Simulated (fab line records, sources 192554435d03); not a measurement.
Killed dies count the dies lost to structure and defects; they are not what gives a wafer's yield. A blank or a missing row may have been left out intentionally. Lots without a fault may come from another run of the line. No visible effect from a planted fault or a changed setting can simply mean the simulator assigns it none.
What tool caused it? / flow n5-finfet / 24 lots, 72 wafers sampled, at 6 steps of a route of 1938

== WHAT THE GAUGES SHOWED, per wafer ==
The record holds no reading of a measuring or inspecting step that can be judged against a usual standard deviation.

== WHAT TOOL EACH LOT RAN ON (gives the tool, then ch and the chambers of the sampled wafers, and finally the start) ==
lot=L074; N5_HKMG_FIN_NWFM_ALD_20=ald-metal-02 ch 1,2, day 4 05:50; N5_HKMG_FIN_ALD_72=cvd-w-01 ch 0,1, day 4 07:24; N5_HKMG_FIN_W_FILL_22=cvd-w-01 ch 0,1, day 4 07:28; N5_GATE_CUT_VAPOR_ETCH_60=rie-metal-01 ch 0,1, day 4 08:34; N5_GATE_CUT_SAC_CAP_01=ald-sin-02 ch 0,1,3, day 4 09:29; N5_GATE_CUT_CMP_02=cmp-04 ch 0,2,3, day 4 11:52
lot=L075; N5_HKMG_FIN_NWFM_ALD_20=ald-metal-02 ch 0,1,3, day 4 11:45; N5_HKMG_FIN_ALD_72=cvd-w-01 ch 0,1, day 4 13:26; N5_HKMG_FIN_W_FILL_22=cvd-w-01 ch 0,1, day 4 13:29; N5_GATE_CUT_VAPOR_ETCH_60=rie-metal-02 ch 0,1, day 4 14:35; N5_GATE_CUT_SAC_CAP_01=ald-sin-02 ch 1,2,3, day 4 16:06; N5_GATE_CUT_CMP_02=cmp-04 ch 0,1,2, day 4 18:22
lot=L076; N5_HKMG_FIN_NWFM_ALD_20=ald-metal-01 ch 0,1,2, day 4 18:05; N5_HKMG_FIN_ALD_72=cvd-w-02 ch 0,1, day 4 19:38; N5_HKMG_FIN_W_FILL_22=cvd-w-02 ch 0,1, day 4 19:42; N5_GATE_CUT_VAPOR_ETCH_60=rie-metal-02 ch 0,1, day 4 20:51; N5_GATE_CUT_SAC_CAP_01=ald-sin-02 ch 0,1,2, day 4 23:16; N5_GATE_CUT_CMP_02=cmp-01 ch 1,2,3, day 5 01:32
lot=L077; N5_HKMG_FIN_NWFM_ALD_20=ald-metal-02 ch 0,1,2, day 4 23:08; N5_HKMG_FIN_ALD_72=cvd-w-02 ch 1, day 5 00:43; N5_HKMG_FIN_W_FILL_22=cvd-w-02 ch 1, day 5 00:46; N5_GATE_CUT_VAPOR_ETCH_60=rie-metal-03 ch 0,1, day 5 01:52; N5_GATE_CUT_SAC_CAP_01=ald-sin-03 ch 1,3, day 5 02:17; N5_GATE_CUT_CMP_02=cmp-03 ch 0,1,3, day 5 04:35
lot=L078; N5_HKMG_FIN_NWFM_ALD_20=ald-metal-04 ch 0,1,3, day 5 05:25; N5_HKMG_FIN_ALD_72=cvd-w-02 ch 0,1, day 5 06:57; N5_HKMG_FIN_W_FILL_22=cvd-w-02 ch 0,1, day 5 07:01; N5_GATE_CUT_VAPOR_ETCH_60=rie-metal-03 ch 0, day 5 08:07; N5_GATE_CUT_SAC_CAP_01=ald-sin-02 ch 0,1,2, day 5 08:29; N5_GATE_CUT_CMP_02=cmp-03 ch 0,2, day 5 10:47
lot=L079; N5_HKMG_FIN_NWFM_ALD_20=ald-metal-02 ch 0,1,2, day 5 14:01; N5_HKMG_FIN_ALD_72=cvd-w-01 ch 0,1, day 5 15:35; N5_HKMG_FIN_W_FILL_22=cvd-w-01 ch 0,1, day 5 15:38; N5_GATE_CUT_VAPOR_ETCH_60=rie-metal-02 ch 0,1, day 5 16:44; N5_GATE_CUT_SAC_CAP_01=ald-sin-04 ch 2,3, day 5 17:18; N5_GATE_CUT_CMP_02=cmp-03 ch 0,3, day 5 19:40
lot=L080; N5_HKMG_FIN_NWFM_ALD_20=ald-metal-01 ch 0,1,3, day 5 18:39; N5_HKMG_FIN_ALD_72=cvd-w-01 ch 0,1, day 5 20:13; N5_HKMG_FIN_W_FILL_22=cvd-w-01 ch 0,1, day 5 20:16; N5_GATE_CUT_VAPOR_ETCH_60=rie-metal-02 ch 0,1, day 5 21:22; N5_GATE_CUT_SAC_CAP_01=ald-sin-04 ch 1,2,3, day 5 21:45; N5_GATE_CUT_CMP_02=cmp-04 ch 0,3, day 6 00:13
lot=L081; N5_HKMG_FIN_NWFM_ALD_20=ald-metal-04 ch 0,2,3, day 5 23:30; N5_HKMG_FIN_ALD_72=cvd-w-01 ch 0,1, day 6 01:08; N5_HKMG_FIN_W_FILL_22=cvd-w-01 ch 0,1, day 6 01:11; N5_GATE_CUT_VAPOR_ETCH_60=rie-metal-01 ch 0,1, day 6 02:17; N5_GATE_CUT_SAC_CAP_01=ald-sin-02 ch 1,2, day 6 02:52; N5_GATE_CUT_CMP_02=cmp-03 ch 2,3, day 6 05:11
lot=L082; N5_HKMG_FIN_NWFM_ALD_20=ald-metal-01 ch 2,3, day 6 05:40; N5_HKMG_FIN_ALD_72=cvd-w-01 ch 0,1, day 6 07:17; N5_HKMG_FIN_W_FILL_22=cvd-w-01 ch 0,1, day 6 07:20; N5_GATE_CUT_VAPOR_ETCH_60=rie-metal-03 ch 0,1, day 6 08:26; N5_GATE_CUT_SAC_CAP_01=ald-sin-03 ch 0,1, day 6 08:49; N5_GATE_CUT_CMP_02=cmp-04 ch 2,3, day 6 11:13
lot=L083; N5_HKMG_FIN_NWFM_ALD_20=ald-metal-04 ch 0,1,2, day 6 11:04; N5_HKMG_FIN_ALD_72=cvd-w-02 ch 0,1, day 6 12:40; N5_HKMG_FIN_W_FILL_22=cvd-w-02 ch 0,1, day 6 12:43; N5_GATE_CUT_VAPOR_ETCH_60=rie-metal-03 ch 0,1, day 6 13:49; N5_GATE_CUT_SAC_CAP_01=ald-sin-03 ch 0,3, day 6 15:45; N5_GATE_CUT_CMP_02=cmp-01 ch 2,3, day 6 18:02
lot=L084; N5_HKMG_FIN_NWFM_ALD_20=ald-metal-01 ch 0,1,3, day 6 22:58; N5_HKMG_FIN_ALD_72=cvd-w-01 ch 0,1, day 7 00:34; N5_HKMG_FIN_W_FILL_22=cvd-w-01 ch 0,1, day 7 00:38; N5_GATE_CUT_VAPOR_ETCH_60=rie-metal-03 ch 0,1, day 7 01:43; N5_GATE_CUT_SAC_CAP_01=ald-sin-04 ch 1,3, day 7 02:06; N5_GATE_CUT_CMP_02=cmp-01 ch 1,3, day 7 04:25
lot=L085; N5_HKMG_FIN_NWFM_ALD_20=ald-metal-04 ch 1,2,3, day 7 03:52; N5_HKMG_FIN_ALD_72=cvd-w-01 ch 0,1, day 7 05:27; N5_HKMG_FIN_W_FILL_22=cvd-w-01 ch 0,1, day 7 05:31; N5_GATE_CUT_VAPOR_ETCH_60=rie-metal-01 ch 0,1, day 7 06:55; N5_GATE_CUT_SAC_CAP_01=ald-sin-03 ch 0,2, day 7 07:21; N5_GATE_CUT_CMP_02=cmp-04 ch 0,1,2, day 7 09:37
lot=L086; N5_HKMG_FIN_NWFM_ALD_20=ald-metal-04 ch 0,3, day 7 10:26; N5_HKMG_FIN_ALD_72=cvd-w-01 ch 0,1, day 7 11:59; N5_HKMG_FIN_W_FILL_22=cvd-w-01 ch 0,1, day 7 12:03; N5_GATE_CUT_VAPOR_ETCH_60=rie-metal-03 ch 0,1, day 7 13:08; N5_GATE_CUT_SAC_CAP_01=ald-sin-03 ch 0,2,3, day 7 13:38; N5_GATE_CUT_CMP_02=cmp-04 ch 0,2, day 7 15:55
lot=L087; N5_HKMG_FIN_NWFM_ALD_20=ald-metal-02 ch 0,1,2, day 7 14:55; N5_HKMG_FIN_ALD_72=cvd-w-02 ch 0,1, day 7 16:28; N5_HKMG_FIN_W_FILL_22=cvd-w-02 ch 0,1, day 7 16:32; N5_GATE_CUT_VAPOR_ETCH_60=rie-metal-01 ch 0,1, day 7 17:41; N5_GATE_CUT_SAC_CAP_01=ald-sin-02 ch 0,1,2, day 7 18:14; N5_GATE_CUT_CMP_02=cmp-03 ch 1,2,3, day 7 20:34
lot=L088; N5_HKMG_FIN_NWFM_ALD_20=ald-metal-02 ch 2,3, day 7 20:47; N5_HKMG_FIN_ALD_72=cvd-w-02 ch 0,1, day 7 22:22; N5_HKMG_FIN_W_FILL_22=cvd-w-02 ch 0,1, day 7 22:26; N5_GATE_CUT_VAPOR_ETCH_60=rie-metal-01 ch 1, day 7 23:32; N5_GATE_CUT_SAC_CAP_01=ald-sin-03 ch 0,2,3, day 7 23:54; N5_GATE_CUT_CMP_02=cmp-01 ch 0,2,3, day 8 02:14
lot=L089; N5_HKMG_FIN_NWFM_ALD_20=ald-metal-02 ch 1,2, day 8 02:04; N5_HKMG_FIN_ALD_72=cvd-w-02 ch 0,1, day 8 03:39; N5_HKMG_FIN_W_FILL_22=cvd-w-02 ch 0,1, day 8 03:43; N5_GATE_CUT_VAPOR_ETCH_60=rie-metal-03 ch 0, day 8 05:03; N5_GATE_CUT_SAC_CAP_01=ald-sin-04 ch 1,3, day 8 05:53; N5_GATE_CUT_CMP_02=cmp-03 ch 0,2,3, day 8 08:15
lot=L090; N5_HKMG_FIN_NWFM_ALD_20=ald-metal-01 ch 0,2,3, day 8 09:17; N5_HKMG_FIN_ALD_72=cvd-w-02 ch 1, day 8 10:58; N5_HKMG_FIN_W_FILL_22=cvd-w-02 ch 1, day 8 11:02; N5_GATE_CUT_VAPOR_ETCH_60=rie-metal-02 ch 0, day 8 12:08; N5_GATE_CUT_SAC_CAP_01=ald-sin-04 ch 0,1,3, day 8 12:30; N5_GATE_CUT_CMP_02=cmp-03 ch 0,2,3, day 8 14:50
lot=L091; N5_HKMG_FIN_NWFM_ALD_20=ald-metal-04 ch 1,2, day 8 12:17; N5_HKMG_FIN_ALD_72=cvd-w-01 ch 0,1, day 8 13:50; N5_HKMG_FIN_W_FILL_22=cvd-w-01 ch 0,1, day 8 13:53; N5_GATE_CUT_VAPOR_ETCH_60=rie-metal-01 ch 0, day 8 15:14; N5_GATE_CUT_SAC_CAP_01=ald-sin-03 ch 0,1, day 8 15:38; N5_GATE_CUT_CMP_02=cmp-03 ch 0,1,3, day 8 17:57
lot=L092; N5_HKMG_FIN_NWFM_ALD_20=ald-metal-04 ch 0,1,2, day 8 20:44; N5_HKMG_FIN_ALD_72=cvd-w-01 ch 0,1, day 8 22:17; N5_HKMG_FIN_W_FILL_22=cvd-w-01 ch 0,1, day 8 22:21; N5_GATE_CUT_VAPOR_ETCH_60=rie-metal-02 ch 0,1, day 8 23:26; N5_GATE_CUT_SAC_CAP_01=ald-sin-04 ch 0,2,3, day 9 00:02; N5_GATE_CUT_CMP_02=cmp-03 ch 0,1,2, day 9 02:23
lot=L093; N5_HKMG_FIN_NWFM_ALD_20=ald-metal-01 ch 2,3, day 9 04:01; N5_HKMG_FIN_ALD_72=cvd-w-02 ch 0,1, day 9 05:41; N5_HKMG_FIN_W_FILL_22=cvd-w-02 ch 0,1, day 9 05:44; N5_GATE_CUT_VAPOR_ETCH_60=rie-metal-02 ch 0,1, day 9 06:50; N5_GATE_CUT_SAC_CAP_01=ald-sin-04 ch 1,3, day 9 07:13; N5_GATE_CUT_CMP_02=cmp-01 ch 0,1,2, day 9 09:31
lot=L094; N5_HKMG_FIN_NWFM_ALD_20=ald-metal-01 ch 2,3, day 9 11:07; N5_HKMG_FIN_ALD_72=cvd-w-02 ch 0,1, day 9 12:40; N5_HKMG_FIN_W_FILL_22=cvd-w-02 ch 0,1, day 9 12:43; N5_GATE_CUT_VAPOR_ETCH_60=rie-metal-02 ch 0,1, day 9 13:52; N5_GATE_CUT_SAC_CAP_01=ald-sin-02 ch 0,1,3, day 9 14:25; N5_GATE_CUT_CMP_02=cmp-03 ch 0,3, day 9 16:40
lot=L095; N5_HKMG_FIN_NWFM_ALD_20=ald-metal-04 ch 1,2, day 9 12:39; N5_HKMG_FIN_ALD_72=cvd-w-01 ch 0,1, day 9 14:20; N5_HKMG_FIN_W_FILL_22=cvd-w-01 ch 0,1, day 9 14:23; N5_GATE_CUT_VAPOR_ETCH_60=rie-metal-02 ch 0,1, day 9 15:29; N5_GATE_CUT_SAC_CAP_01=ald-sin-04 ch 1,2,3, day 9 15:51; N5_GATE_CUT_CMP_02=cmp-03 ch 0,1, day 9 18:11
lot=L096; N5_HKMG_FIN_NWFM_ALD_20=ald-metal-01 ch 0,3, day 9 19:28; N5_HKMG_FIN_ALD_72=cvd-w-02 ch 0,1, day 9 21:01; N5_HKMG_FIN_W_FILL_22=cvd-w-02 ch 0,1, day 9 21:04; N5_GATE_CUT_VAPOR_ETCH_60=rie-metal-03 ch 0,1, day 9 22:10; N5_GATE_CUT_SAC_CAP_01=ald-sin-03 ch 2,3, day 9 22:32; N5_GATE_CUT_CMP_02=cmp-04 ch 0,1,2, day 10 00:51
lot=L097; N5_HKMG_FIN_NWFM_ALD_20=ald-metal-04 ch 0,1,3, day 10 00:04; N5_HKMG_FIN_ALD_72=cvd-w-02 ch 0,1, day 10 01:41; N5_HKMG_FIN_W_FILL_22=cvd-w-02 ch 0,1, day 10 01:44; N5_GATE_CUT_VAPOR_ETCH_60=rie-metal-03 ch 0,1, day 10 02:50; N5_GATE_CUT_SAC_CAP_01=ald-sin-03 ch 1,2, day 10 03:31; N5_GATE_CUT_CMP_02=cmp-01 ch 0,1,3, day 10 05:49
- N5_HKMG_FIN_NWFM_ALD_20: deposits TiAlC, target thk 2 nm, pulse time 3 s, purge time 2 s.
- N5_HKMG_FIN_ALD_72: deposits W, target thk 2 nm, pulse time 1 s, purge time 2 s.
- N5_HKMG_FIN_W_FILL_22: material W, target thk 60 nm, time 18.2 s.
- N5_GATE_CUT_VAPOR_ETCH_60: etches HfO2 in BCl3/Cl2.
- N5_GATE_CUT_SAC_CAP_01: material SiNx, target thk 24 nm, pulse time 1 s, ald cycles 480.
- N5_GATE_CUT_CMP_02: polishes, stops on SiO2, t overpolish 12.7 s, target thk 0 nm.

== AS READ BY THE TOOLS THEMSELVES (means over the sampled wafers that have a number; for cases with no such wafer, the mark the record gives instead) ==
N5_HKMG_FIN_NWFM_ALD_20.
lot=L074; tool=ald-metal-02; heater-power-w (W)=527; precursor-pulse-height-rel=1.023
lot=L075; tool=ald-metal-02; heater-power-w (W)=539; precursor-pulse-height-rel=1.003
lot=L076; tool=ald-metal-01; heater-power-w (W)=567; precursor-pulse-height-rel=0.985
lot=L077; tool=ald-metal-02; heater-power-w (W)=512; precursor-pulse-height-rel=0.995
lot=L078; tool=ald-metal-04; heater-power-w (W)=511; precursor-pulse-height-rel=0.994
lot=L079; tool=ald-metal-02; heater-power-w (W)=516; precursor-pulse-height-rel=1.004
lot=L080; tool=ald-metal-01; heater-power-w (W)=509; precursor-pulse-height-rel=1.003
lot=L081; tool=ald-metal-04; heater-power-w (W)=484; precursor-pulse-height-rel=1.001
lot=L082; tool=ald-metal-01; heater-power-w (W)=652; precursor-pulse-height-rel=1.005
lot=L083; tool=ald-metal-04; heater-power-w (W)=483; precursor-pulse-height-rel=0.994
lot=L084; tool=ald-metal-01; heater-power-w (W)=509; precursor-pulse-height-rel=0.996
lot=L085; tool=ald-metal-04; heater-power-w (W)=476; precursor-pulse-height-rel=1.026
lot=L086; tool=ald-metal-04; heater-power-w (W)=522; precursor-pulse-height-rel=0.999
lot=L087; tool=ald-metal-02; heater-power-w (W)=519; precursor-pulse-height-rel=0.989
lot=L088; tool=ald-metal-02; heater-power-w (W)=547; precursor-pulse-height-rel=0.983
lot=L089; tool=ald-metal-02; heater-power-w (W)=494; precursor-pulse-height-rel=1.014
lot=L090; tool=ald-metal-01; heater-power-w (W)=601; precursor-pulse-height-rel=0.995
lot=L091; tool=ald-metal-04; heater-power-w (W)=475; precursor-pulse-height-rel=1.014
lot=L092; tool=ald-metal-04; heater-power-w (W)=474; precursor-pulse-height-rel=0.996
lot=L093; tool=ald-metal-01; heater-power-w (W)=650; precursor-pulse-height-rel=1.000
lot=L094; tool=ald-metal-01; heater-power-w (W)=593; precursor-pulse-height-rel=1.012
lot=L095; tool=ald-metal-04; heater-power-w (W)=448; precursor-pulse-height-rel=0.999
lot=L096; tool=ald-metal-01; heater-power-w (W)=537; precursor-pulse-height-rel=0.988
lot=L097; tool=ald-metal-04; heater-power-w (W)=511; precursor-pulse-height-rel=0.991

N5_HKMG_FIN_ALD_72.
lot=L074; tool=cvd-w-01; heater-power-w (W)=538; precursor-pulse-height-rel=0.985
lot=L075; tool=cvd-w-01; heater-power-w (W)=491; precursor-pulse-height-rel=1.012
lot=L076; tool=cvd-w-02; heater-power-w (W)=463; precursor-pulse-height-rel=0.994
lot=L077; tool=cvd-w-02; heater-power-w (W)=470; precursor-pulse-height-rel=0.994
lot=L078; tool=cvd-w-02; heater-power-w (W)=463; precursor-pulse-height-rel=0.998
lot=L079; tool=cvd-w-01; heater-power-w (W)=539; precursor-pulse-height-rel=1.029
lot=L080; tool=cvd-w-01; heater-power-w (W)=503; precursor-pulse-height-rel=0.999
lot=L081; tool=cvd-w-01; heater-power-w (W)=536; precursor-pulse-height-rel=1.004
lot=L082; tool=cvd-w-01; heater-power-w (W)=492; precursor-pulse-height-rel=1.008
lot=L083; tool=cvd-w-02; heater-power-w (W)=458; precursor-pulse-height-rel=1.002
lot=L084; tool=cvd-w-01; heater-power-w (W)=493; precursor-pulse-height-rel=1.004
lot=L085; tool=cvd-w-01; heater-power-w (W)=496; precursor-pulse-height-rel=0.976
lot=L086; tool=cvd-w-01; heater-power-w (W)=497; precursor-pulse-height-rel=0.984
lot=L087; tool=cvd-w-02; heater-power-w (W)=460; precursor-pulse-height-rel=0.985
lot=L088; tool=cvd-w-02; heater-power-w (W)=472; precursor-pulse-height-rel=1.012
lot=L089; tool=cvd-w-02; heater-power-w (W)=460; precursor-pulse-height-rel=0.982
lot=L090; tool=cvd-w-02; heater-power-w (W)=468; precursor-pulse-height-rel=1.001
lot=L091; tool=cvd-w-01; heater-power-w (W)=543; precursor-pulse-height-rel=1.014
lot=L092; tool=cvd-w-01; heater-power-w (W)=504; precursor-pulse-height-rel=1.025
lot=L093; tool=cvd-w-02; heater-power-w (W)=466; precursor-pulse-height-rel=0.997
lot=L094; tool=cvd-w-02; heater-power-w (W)=455; precursor-pulse-height-rel=1.015
lot=L095; tool=cvd-w-01; heater-power-w (W)=499; precursor-pulse-height-rel=1.018
lot=L096; tool=cvd-w-02; heater-power-w (W)=463; precursor-pulse-height-rel=1.013
lot=L097; tool=cvd-w-02; heater-power-w (W)=470; precursor-pulse-height-rel=1.005

N5_HKMG_FIN_W_FILL_22.
lot=L074; tool=cvd-w-01; heater-power-w (W)=969; throttle-valve-pct (%)=18.5
lot=L075; tool=cvd-w-01; heater-power-w (W)=887; throttle-valve-pct (%)=18.7
lot=L076; tool=cvd-w-02; heater-power-w (W)=820; throttle-valve-pct (%)=18.7
lot=L077; tool=cvd-w-02; heater-power-w (W)=833; throttle-valve-pct (%)=18.6
lot=L078; tool=cvd-w-02; heater-power-w (W)=816; throttle-valve-pct (%)=18.9
lot=L079; tool=cvd-w-01; heater-power-w (W)=962; throttle-valve-pct (%)=18.6
lot=L080; tool=cvd-w-01; heater-power-w (W)=878; throttle-valve-pct (%)=18.9
lot=L081; tool=cvd-w-01; heater-power-w (W)=974; throttle-valve-pct (%)=18.7
lot=L082; tool=cvd-w-01; heater-power-w (W)=884; throttle-valve-pct (%)=18.9
lot=L083; tool=cvd-w-02; heater-power-w (W)=811; throttle-valve-pct (%)=19.1
lot=L084; tool=cvd-w-01; heater-power-w (W)=893; throttle-valve-pct (%)=19.0
lot=L085; tool=cvd-w-01; heater-power-w (W)=893; throttle-valve-pct (%)=19.0
lot=L086; tool=cvd-w-01; heater-power-w (W)=880; throttle-valve-pct (%)=18.8
lot=L087; tool=cvd-w-02; heater-power-w (W)=830; throttle-valve-pct (%)=19.0
lot=L088; tool=cvd-w-02; heater-power-w (W)=834; throttle-valve-pct (%)=19.0
lot=L089; tool=cvd-w-02; heater-power-w (W)=849; throttle-valve-pct (%)=18.8
lot=L090; tool=cvd-w-02; heater-power-w (W)=836; throttle-valve-pct (%)=18.9
lot=L091; tool=cvd-w-01; heater-power-w (W)=980; throttle-valve-pct (%)=18.7
lot=L092; tool=cvd-w-01; heater-power-w (W)=885; throttle-valve-pct (%)=19.1
lot=L093; tool=cvd-w-02; heater-power-w (W)=831; throttle-valve-pct (%)=19.0
lot=L094; tool=cvd-w-02; heater-power-w (W)=834; throttle-valve-pct (%)=19.1
lot=L095; tool=cvd-w-01; heater-power-w (W)=875; throttle-valve-pct (%)=19.0
lot=L096; tool=cvd-w-02; heater-power-w (W)=836; throttle-valve-pct (%)=19.1
lot=L097; tool=cvd-w-02; heater-power-w (W)=829; throttle-valve-pct (%)=19.0

N5_GATE_CUT_VAPOR_ETCH_60.
lot=L074; tool=rie-metal-01; drypump-motor-current-A (A)=6.0; oes-product-au (a.u.)=0.67
lot=L075; tool=rie-metal-02; drypump-motor-current-A (A)=5.5; oes-product-au (a.u.)=0.78
lot=L076; tool=rie-metal-02; drypump-motor-current-A (A)=5.6; oes-product-au (a.u.)=0.71
lot=L077; tool=rie-metal-03; drypump-motor-current-A (A)=6.2; oes-product-au (a.u.)=0.76
lot=L078; tool=rie-metal-03; drypump-motor-current-A (A)=6.3; oes-product-au (a.u.)=0.64
lot=L079; tool=rie-metal-02; drypump-motor-current-A (A)=5.7; oes-product-au (a.u.)=0.70
lot=L080; tool=rie-metal-02; drypump-motor-current-A (A)=5.7; oes-product-au (a.u.)=0.70
lot=L081; tool=rie-metal-01; drypump-motor-current-A (A)=5.9; oes-product-au (a.u.)=0.74
lot=L082; tool=rie-metal-03; drypump-motor-current-A (A)=6.2; oes-product-au (a.u.)=0.75
lot=L083; tool=rie-metal-03; drypump-motor-current-A (A)=6.2; oes-product-au (a.u.)=0.76
lot=L084; tool=rie-metal-03; drypump-motor-current-A (A)=6.2; oes-product-au (a.u.)=0.76
lot=L085; tool=rie-metal-01; drypump-motor-current-A (A)=5.8; oes-product-au (a.u.)=0.75
lot=L086; tool=rie-metal-03; drypump-motor-current-A (A)=6.2; oes-product-au (a.u.)=0.74
lot=L087; tool=rie-metal-01; drypump-motor-current-A (A)=6.0; oes-product-au (a.u.)=0.66
lot=L088; tool=rie-metal-01; drypump-motor-current-A (A)=6.2; oes-product-au (a.u.)=0.58
lot=L089; tool=rie-metal-03; drypump-motor-current-A (A)=6.3; oes-product-au (a.u.)=0.62
lot=L090; tool=rie-metal-02; drypump-motor-current-A (A)=5.4; oes-product-au (a.u.)=0.83
lot=L091; tool=rie-metal-01; drypump-motor-current-A (A)=5.7; oes-product-au (a.u.)=0.80
lot=L092; tool=rie-metal-02; drypump-motor-current-A (A)=5.5; oes-product-au (a.u.)=0.76
lot=L093; tool=rie-metal-02; drypump-motor-current-A (A)=5.7; oes-product-au (a.u.)=0.69
lot=L094; tool=rie-metal-02; drypump-motor-current-A (A)=5.5; oes-product-au (a.u.)=0.75
lot=L095; tool=rie-metal-02; drypump-motor-current-A (A)=5.5; oes-product-au (a.u.)=0.76
lot=L096; tool=rie-metal-03; drypump-motor-current-A (A)=6.2; oes-product-au (a.u.)=0.73
lot=L097; tool=rie-metal-03; drypump-motor-current-A (A)=6.2; oes-product-au (a.u.)=0.74

N5_GATE_CUT_SAC_CAP_01.
lot=L074; tool=ald-sin-02; heater-power-w (W)=866; precursor-pulse-height-rel=0.979
lot=L075; tool=ald-sin-02; heater-power-w (W)=873; precursor-pulse-height-rel=0.997
lot=L076; tool=ald-sin-02; heater-power-w (W)=871; precursor-pulse-height-rel=0.985
lot=L077; tool=ald-sin-03; heater-power-w (W)=833; precursor-pulse-height-rel=0.987
lot=L078; tool=ald-sin-02; heater-power-w (W)=891; precursor-pulse-height-rel=0.997
lot=L079; tool=ald-sin-04; heater-power-w (W)=923; precursor-pulse-height-rel=1.032
lot=L080; tool=ald-sin-04; heater-power-w (W)=902; precursor-pulse-height-rel=1.004
lot=L081; tool=ald-sin-02; heater-power-w (W)=926; precursor-pulse-height-rel=1.014
lot=L082; tool=ald-sin-03; heater-power-w (W)=867; precursor-pulse-height-rel=0.992
lot=L083; tool=ald-sin-03; heater-power-w (W)=899; precursor-pulse-height-rel=0.990
lot=L084; tool=ald-sin-04; heater-power-w (W)=885; precursor-pulse-height-rel=0.998
lot=L085; tool=ald-sin-03; heater-power-w (W)=909; precursor-pulse-height-rel=0.992
lot=L086; tool=ald-sin-03; heater-power-w (W)=883; precursor-pulse-height-rel=1.041
lot=L087; tool=ald-sin-02; heater-power-w (W)=876; precursor-pulse-height-rel=1.008
lot=L088; tool=ald-sin-03; heater-power-w (W)=903; precursor-pulse-height-rel=0.988
lot=L089; tool=ald-sin-04; heater-power-w (W)=884; precursor-pulse-height-rel=1.010
lot=L090; tool=ald-sin-04; heater-power-w (W)=863; precursor-pulse-height-rel=0.993
lot=L091; tool=ald-sin-03; heater-power-w (W)=901; precursor-pulse-height-rel=1.010
lot=L092; tool=ald-sin-04; heater-power-w (W)=901; precursor-pulse-height-rel=1.026
lot=L093; tool=ald-sin-04; heater-power-w (W)=876; precursor-pulse-height-rel=0.999
lot=L094; tool=ald-sin-02; heater-power-w (W)=877; precursor-pulse-height-rel=0.988
lot=L095; tool=ald-sin-04; heater-power-w (W)=921; precursor-pulse-height-rel=1.011
lot=L096; tool=ald-sin-03; heater-power-w (W)=890; precursor-pulse-height-rel=1.003
lot=L097; tool=ald-sin-03; heater-power-w (W)=870; precursor-pulse-height-rel=1.025

N5_GATE_CUT_CMP_02.
lot=L074; tool=cmp-04; edge-zone-pressure-frac=1.002; motor-current-A (A)=8.9; overpolish-run-s (s)=12.714; time-to-endpoint-s (s)=23.4
lot=L075; tool=cmp-04; edge-zone-pressure-frac=1.002; motor-current-A (A)=9.4; overpolish-run-s (s)=12.700; time-to-endpoint-s (s)=24.4
lot=L076; tool=cmp-01; edge-zone-pressure-frac=1.000; motor-current-A (A)=9.0; overpolish-run-s (s)=12.697; time-to-endpoint-s (s)=27.8
lot=L077; tool=cmp-03; edge-zone-pressure-frac=1.002; motor-current-A (A)=8.2; overpolish-run-s (s)=12.696; time-to-endpoint-s (s)=27.4
lot=L078; tool=cmp-03; edge-zone-pressure-frac=0.998; motor-current-A (A)=8.5; overpolish-run-s (s)=12.708; time-to-endpoint-s (s)=23.9
lot=L079; tool=cmp-03; edge-zone-pressure-frac=1.000; motor-current-A (A)=7.5; overpolish-run-s (s)=12.699; time-to-endpoint-s (s)=24.3
lot=L080; tool=cmp-04; edge-zone-pressure-frac=0.995; motor-current-A (A)=8.3; overpolish-run-s (s)=12.718; time-to-endpoint-s (s)=26.8
lot=L081; tool=cmp-03; edge-zone-pressure-frac=0.990; motor-current-A (A)=7.9; overpolish-run-s (s)=12.706; time-to-endpoint-s (s)=27.0
lot=L082; tool=cmp-04; edge-zone-pressure-frac=1.003; motor-current-A (A)=9.9; overpolish-run-s (s)=12.704; time-to-endpoint-s (s)=26.0
lot=L083; tool=cmp-01; edge-zone-pressure-frac=1.002; motor-current-A (A)=9.0; overpolish-run-s (s)=12.705; time-to-endpoint-s (s)=26.5
lot=L084; tool=cmp-01; edge-zone-pressure-frac=0.996; motor-current-A (A)=9.0; overpolish-run-s (s)=12.690; time-to-endpoint-s (s)=26.8
lot=L085; tool=cmp-04; edge-zone-pressure-frac=0.997; motor-current-A (A)=9.4; overpolish-run-s (s)=12.715; time-to-endpoint-s (s)=21.4
lot=L086; tool=cmp-04; edge-zone-pressure-frac=1.002; motor-current-A (A)=8.9; overpolish-run-s (s)=12.704; time-to-endpoint-s (s)=21.6
lot=L087; tool=cmp-03; edge-zone-pressure-frac=1.002; motor-current-A (A)=8.2; overpolish-run-s (s)=12.697; time-to-endpoint-s (s)=24.0
lot=L088; tool=cmp-01; edge-zone-pressure-frac=0.999; motor-current-A (A)=8.3; overpolish-run-s (s)=12.699; time-to-endpoint-s (s)=26.4
lot=L089; tool=cmp-03; edge-zone-pressure-frac=1.002; motor-current-A (A)=8.0; overpolish-run-s (s)=12.698; time-to-endpoint-s (s)=21.5
lot=L090; tool=cmp-03; edge-zone-pressure-frac=1.004; motor-current-A (A)=8.0; overpolish-run-s (s)=12.700; time-to-endpoint-s (s)=23.9
lot=L091; tool=cmp-03; edge-zone-pressure-frac=1.000; motor-current-A (A)=8.1; overpolish-run-s (s)=12.699; time-to-endpoint-s (s)=23.4
lot=L092; tool=cmp-03; edge-zone-pressure-frac=1.003; motor-current-A (A)=8.6; overpolish-run-s (s)=12.701; time-to-endpoint-s (s)=21.1
lot=L093; tool=cmp-01; edge-zone-pressure-frac=1.002; motor-current-A (A)=8.7; overpolish-run-s (s)=12.702; time-to-endpoint-s (s)=29.7
lot=L094; tool=cmp-03; edge-zone-pressure-frac=1.002; motor-current-A (A)=7.5; overpolish-run-s (s)=12.697; time-to-endpoint-s (s)=25.6
lot=L095; tool=cmp-03; edge-zone-pressure-frac=0.995; motor-current-A (A)=8.7; overpolish-run-s (s)=12.704; time-to-endpoint-s (s)=23.8
lot=L096; tool=cmp-04; edge-zone-pressure-frac=0.996; motor-current-A (A)=9.1; overpolish-run-s (s)=12.701; time-to-endpoint-s (s)=22.6
lot=L097; tool=cmp-01; edge-zone-pressure-frac=0.991; motor-current-A (A)=8.6; overpolish-run-s (s)=12.703; time-to-endpoint-s (s)=25.7

== THE ANSWER, worked out from the rows above alone ==
Rule: the lots themselves supply what counts as usual. The widest of any qualifying gaps counts: lots, ordered by their means at a reading, are off when they make up no more than a third of the lots, leave a main group of 4 or more, and stand apart from it by 3 or more times the standard deviation of that group's means. A main group whose means are all the same, to the digits that the tables above print for the reading, isn't used. A lot without any number at a reading at which 4 lots or more have one is off too. Any other lot the step has rows for is counted as sound. First the gauges in route order, then the tools' own readings, where a lot's mean is used as printed above. At the first step where some lot is off, the reading lying furthest off is the one used; lots without a number count as furthest.
Nothing can be told from this: no lot is off at any reading shown.

== WHAT THE SIMULATOR HAD INSERTED ==
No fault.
